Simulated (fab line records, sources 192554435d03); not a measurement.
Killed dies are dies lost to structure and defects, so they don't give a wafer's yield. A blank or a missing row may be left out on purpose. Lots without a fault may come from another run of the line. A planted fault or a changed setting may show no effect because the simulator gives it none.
Split-lot experiment | flow n5_finfet | 7 lots, 21 wafers read, on a route of 1938 steps

THE SPLIT
At N5_BEOL_M6_COAT_60 (time 60 s, resist thk 35 nm), the setting spin_rpm was moved away from the recipe's 1500 rpm on 9 of the 21 wafers read, by -11.0% to +10.8%. The other wafers ran this setting at the recipe's value.

FROM THE SPLIT TO THE READING: what the file shows between them, 4 steps
- N5_BEOL_M6_COAT_05: resist thk 90 nm
- N5_BEOL_M6_EBR_07
- N5_BEOL_M6_DESCUM_16: chemistry O2, time 7.9 s
- N5_BEOL_M6_ETCH_61: etches SiARC in CF4, target depth 45.5 nm, time 75.8 s

THE READING
SiARC_of_BEOL_M6_COAT_60.thk_nm (the simulator's own value, which no gauge read), in nm, at N5_BEOL_M6_ETCH_62 (etches SOC in N2/H2, target depth 110 nm, overetch 22 nm, time 165 s). The file gives no usual value for it. The 12 wafers here that ran the recipe average 28.3 nm, standard deviation 0.3 nm.

wafer  | tool, chamber at the split | spin_rpm as run, rpm | against the recipe | SiARC_of_BEOL_M6_COAT_60.thk_nm, nm | against lot-mates on the recipe
L075.2 | litho_track-03, 0          | 1397                 | -6.9%              | 29.2                                | +1.0
L075.4 | litho_track-03, 0          | 1500                 | recipe             | 28.6                                | -
L075.6 | litho_track-03, 0          | 1500                 | recipe             | 27.8                                | -
L078.1 | litho_track-03, 0          | 1500                 | recipe             | 28.4                                | -
L078.4 | litho_track-03, 0          | 1611                 | +7.4%              | 27                                  | -1.4
L078.6 | litho_track-03, 0          | 1611                 | +7.4%              | 27                                  | -1.4
L082.2 | litho_track-03, 0          | 1341                 | -10.6%             | 30.6                                | +2.4
L082.6 | litho_track-03, 0          | 1341                 | -10.6%             | 30.6                                | +2.4
L082.3 | litho_track-03, 0          | 1500                 | recipe             | 28.2                                | -
L084.1 | litho_track-02, 0          | 1500                 | recipe             | 28                                  | -
L084.2 | litho_track-02, 0          | 1500                 | recipe             | 27.8                                | -
L084.3 | litho_track-02, 0          | 1500                 | recipe             | 28.4                                | -
L087.4 | litho_track-01, 0          | 1620                 | +8.0%              | 26.6                                | -2.0
L087.5 | litho_track-01, 0          | 1620                 | +8.0%              | 27                                  | -1.6
L087.6 | litho_track-01, 0          | 1500                 | recipe             | 28.6                                | -
L093.2 | litho_track-02, 0          | 1500                 | recipe             | 28.4                                | -
L093.4 | litho_track-02, 0          | 1500                 | recipe             | 28.6                                | -
L093.5 | litho_track-02, 0          | 1662                 | +10.8%             | 26.8                                | -1.7
L096.1 | litho_track-02, 0          | 1335                 | -11.0%             | 30.2                                | +1.9
L096.4 | litho_track-02, 0          | 1500                 | recipe             | 28.6                                | -
L096.5 | litho_track-02, 0          | 1500                 | recipe             | 28                                  | -

THE FIT
A straight line over all 21 wafers: SiARC_of_BEOL_M6_COAT_60.thk_nm changes by -0.181 nm for each +1% of spin_rpm; r = -0.97; the points scatter about the line by 0.31 nm.
The same after taking each lot's own level away (the mean of its wafers on the recipe; 21 wafers): -0.196 nm for each +1%; r = -0.98; scatter 0.28 nm.
On that fit, the largest move of spin_rpm shifts the reading by 2.2 nm.
The lots' own levels span 28.07 to 28.60 nm, that is 1.8 times the standard deviation above.
So the lot-to-lot level changes the slope little: the two slopes agree.
Check: with one of the wafers moved furthest among these (-11.0%) left out of the fit, the line predicts +2.23 nm for it against its lot-mates. It came out at +1.9 nm against them.

THE WHOLE CHAIN: every reading that the file lists as answering this split, in the file's order
step               | what it does                                                         | reading                                                                            | change (the file's fit)               | r (the file's)
N5_BEOL_M6_COAT_60 | time 60 s, resist thk 35 nm                                          | SiARC_of_BEOL_M6_COAT_60.thk_nm (the simulator's own value, which no gauge read)   | -0.178 nm for each +1% of the setting | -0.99
N5_BEOL_M6_ETCH_61 | etches SiARC in CF4, target depth 45.5 nm, time 75.8 s               | CAR-ArF_of_BEOL_M6_COAT_05.thk_nm (the simulator's own value, which no gauge read) | +0.154 nm for each +1% of the setting | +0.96
N5_BEOL_M6_ETCH_61 | etches SiARC in CF4, target depth 45.5 nm, time 75.8 s               | etch.depth_nm (the simulator's own value, which no gauge read)                     | -0.18 nm for each +1% of the setting  | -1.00
N5_BEOL_M6_ETCH_62 | etches SOC in N2/H2, target depth 110 nm, overetch 22 nm, time 165 s | SiARC_of_BEOL_M6_COAT_60.thk_nm (the simulator's own value, which no gauge read)   | -0.187 nm for each +1% of the setting | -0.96

THE FILE'S OWN FIT
SiARC_of_BEOL_M6_COAT_60.thk_nm changes by -0.187 nm for each +1% of spin_rpm, r = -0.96.
